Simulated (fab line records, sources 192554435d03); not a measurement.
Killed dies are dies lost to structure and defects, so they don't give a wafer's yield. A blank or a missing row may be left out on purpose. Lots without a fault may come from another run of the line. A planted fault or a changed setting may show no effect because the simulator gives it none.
Chamber matching | flow n5_finfet | N5_BEOL_M2_CO_CAP_55 on cvd_co-01: 3 sister chambers
The step material Co, precursor CCTBA/H2, target thk 2 nm, time 102.1 s. 3 wafers are shown with their chamber, then 11 later ones without.

WAFERS WITH THEIR CHAMBER
wafer  | chamber | heater_power_w (W)
L084.1 | 1       | 208
L087.1 | 0       | 289
L089.3 | 2       | 203

WAFERS WITHOUT THEIR CHAMBER
wafer  | heater_power_w (W)
L089.4 | 205
L089.5 | 201
L092.2 | 201
L092.5 | 288
L092.6 | 210
L095.2 | 197
L095.4 | 198
L095.5 | 207
L097.4 | 200
L097.5 | 304
L097.6 | 208

WHICH CHAMBER EACH WENT THROUGH
wafer  | from the rows above     | in truth
L089.4 | can't be placed: 2 or 1 | 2
L089.5 | can't be placed: 2 or 1 | 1
L092.2 | can't be placed: 2 or 1 | 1
L092.5 | 0                       | 0
L092.6 | can't be placed: 1 or 2 | 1
L095.2 | can't be placed: 2 or 1 | 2
L095.4 | can't be placed: 2 or 1 | 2
L095.5 | can't be placed: 1 or 2 | 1
L097.4 | can't be placed: 2 or 1 | 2
L097.5 | 0                       | 0
L097.6 | can't be placed: 1 or 2 | 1
Placed correctly: 2 of 11. Can't be placed from these rows: 9 (the true chamber is among the candidates in 9). Placed wrongly: 0.
How it was worked out, from the rows above alone: a wafer's distance from a chamber is the root of the sum, over the readings, of the square of ((its reading less the chamber's mean) divided by the reading's scatter). The wafer belongs to the nearest chamber; if the next one is less than 2 further off, it can't be placed. A chamber's mean is the mean of its shown wafers. The scatter: with one shown wafer a chamber, the root of the mean of the squares of how far each hidden wafer lies from its nearest shown one.
